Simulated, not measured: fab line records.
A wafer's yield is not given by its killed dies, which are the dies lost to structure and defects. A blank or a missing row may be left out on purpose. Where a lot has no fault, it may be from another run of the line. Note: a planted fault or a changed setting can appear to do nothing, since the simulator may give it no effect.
Struck lot and sound lot, side by side | flow nandHarc | 15 steps out of a route of 1302
Sound: these wafers, L543.2, L543.3, L543.4. Struck: wafers L550.3, L550.5, L550.6. The cause is named last.
Order at every step that has rows: each side's tool, ch and its chambers, its first start. Under that, the readings that differ: sound wafers | struck wafers | difference of the means | sigmas: that difference in standard deviations of wafers without a fault.
alike: same words and numbers on both sides, and readings whose means sit less than 2 such deviations apart. not compared: any withheld reading, any reading some wafer has no value for, any bound like >300 that may hide the same value, and any number with overlapping values for which the record gives no deviation.
A row with sigmas, a row that says differs or no value, or rows on one side alone: a step with any of these is where the two part. When numbers do not overlap yet have no deviation, they are printed without sigmas and do not part them. A reading that every wafer of one side lacks parts them only if that side has two wafers or more.

first, 5 steps without rows for these wafers: NHARC_P_GATE_STRIP_15 (strips in SPM, time 780 s); NHARC_P_GATE_PRECLEAN_71 (cleans in SC1); NHARC_P_GATE_SRD_72; NHARC_P_GATE_OXIDE_16 (material SiO2, target thk 3 nm, ox time 392 s); NHARC_P_GATE_CVD_17 (deposits poly-Si, target thk 150 nm, time 900 s).
NHARC_P_GATE_HM_DEP_102: deposits aC, target thk 120 nm.
  sound on aclDep-02 ch 0, day 6 11:39; struck on aclDep-02 ch 0, day 9 09:49
  alike: throttleValvePct
NHARC_P_GATE_DEP_103: deposits SiON, target thk 30 nm.
  sound on pecvd-03 ch 1,2, day 6 12:14; struck on pecvd-04 ch 1,2, day 9 10:22
  alike: heaterPowerW
then, 5 steps without rows for these wafers: NHARC_P_GATE_DEHYDRATE_18 (time 120 s); NHARC_P_GATE_HMDS_19 (time 30 s); NHARC_P_GATE_COAT_20 (resist thk 90 nm); NHARC_P_GATE_SOFTBAKE_21 (time 55 s); NHARC_P_GATE_EBR_22.
NHARC_P_GATE_EXPOSE_23: exposes mask P GATE, target cd 120 nm.
  sound on arfiScanner-02 ch 0, day 6 12:39; struck on arfiScanner-01 ch 0, day 9 10:51
reading           | sound             | struck            | difference | sigmas
exposureDoseMJCm2 | 93.93 93.88 93.99 | 95.63 95.60 95.58 | +1.67      | +19
  alike: mask
then, 1 step without rows for these wafers: NHARC_P_GATE_PEB_24 (peb time 65 s).
-- the record jumps here: 19 days lie between the struck wafers' starts before and after (it left off in module P_GATE and takes up again in module END, whose first step shown is number 1302 of the route) --
NHARC_END_SORT_01:
  sound on prober-01 ch 0, day 25 15:06; struck on prober-02 ch 0, day 28 12:16
reading     | sound | struck | difference | sigmas
killedShort | 3 2 2 | 6      | +4         | +2
  alike: killedAtArray, killedAtOther, killedAtPeriphery, killedDies, killedOpen

## WHERE THEY PART
At NHARC_P_GATE_EXPOSE_23 first; at NHARC_END_SORT_01 last (within this record only).

WHY: the cause the simulator had injected
Process parameters drifting: arfiScanner-01 at NHARC_P_GATE_EXPOSE_23, beginning at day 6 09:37. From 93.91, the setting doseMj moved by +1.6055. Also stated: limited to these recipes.
